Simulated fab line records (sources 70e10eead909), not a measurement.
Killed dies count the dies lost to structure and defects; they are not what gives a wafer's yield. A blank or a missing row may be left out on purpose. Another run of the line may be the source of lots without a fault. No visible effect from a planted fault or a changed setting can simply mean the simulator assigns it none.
Chamber matching | flow nand-harc | 4 sister chambers for NHARC_A_M0_CMP_23 on cmp-04
The step polishes, t overpolish 20 s, target thk 113.75 nm. 16 wafers are shown with their chamber, then 8 later ones without.

== WAFERS, EACH WITH ITS CHAMBER ==
wafer  | chamber | motor-current-A (A) | time-to-endpoint-s (s)
L076.1 | 3       | 11.8                | 29.5
L076.4 | 0       | 13.9                | 29.1
L076.5 | 1       | 12.4                | 27.7
L079.1 | 1       | 12.8                | 27.5
L079.2 | 3       | 12.4                | 30.4
L079.3 | 2       | 12.0                | 29.2
L080.1 | 0       | 13.2                | 29.3
L080.2 | 1       | 13.0                | 29.3
L080.6 | 1       | 12.6                | 29.4
L082.1 | 2       | 11.9                | 29.4
L082.2 | 0       | 12.6                | 30.4
L082.3 | 3       | 11.4                | 32.0
L089.1 | 0       | 13.8                | 31.3
L089.2 | 2       | 10.6                | 33.4
L089.6 | 3       | 12.5                | 31.6
L091.2 | 0       | 14.1                | 30.5

SIGNATURES (means of the wafers above)
reading            | chamber 0 | chamber 1 | chamber 2 | chamber 3 | scatter within a chamber
motor-current-A    | 13.520    | 12.700    | 11.500    | 12.025    | 0.558
time-to-endpoint-s | 30.120    | 28.475    | 30.667    | 30.875    | 1.34
Rule: for each reading, subtract the chamber's mean from the wafer's reading, divide by that reading's scatter and square the result; add these up over the readings and take the root, which gives the wafer's distance from the chamber. If the next closest chamber is less than 2 further off than the closest, the wafer can't be placed; otherwise it belongs to the closest. The scatter is the square root of a quotient: the sum, over the shown wafers, of each reading's squared deviation from its chamber's mean, divided by wafers minus chambers.

== WAFERS WITHOUT THEIR CHAMBER ==
wafer  | motor-current-A (A) | time-to-endpoint-s (s)
L091.3 | 12.7                | 33.1
L091.4 | 12.0                | 30.8
L095.1 | 12.3                | 30.2
L095.2 | 13.6                | 31.7
L095.5 | 12.1                | 33.2
L097.2 | 11.4                | 30.0
L097.3 | 13.2                | 28.7
L097.4 | 13.4                | 29.7

== WHICH CHAMBER EACH ONE RAN IN ==
wafer  | from the rows above               | in truth
L091.3 | can't be placed: 3 or 0 or 2 or 1 | 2
L091.4 | can't be placed: 3 or 2           | 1
L095.1 | can't be placed: 3 or 1 or 2 or 0 | 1
L095.2 | can't be placed: 0 or 3 or 1      | 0
L095.5 | can't be placed: 3 or 2 or 0 or 1 | 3
L097.2 | can't be placed: 2 or 3           | 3
L097.3 | can't be placed: 1 or 0 or 3      | 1
L097.4 | can't be placed: 0 or 1           | 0
0 of 8 placed correctly. These rows do not allow placing 8 (true chamber among the candidates in 7). Wrongly placed: 0.
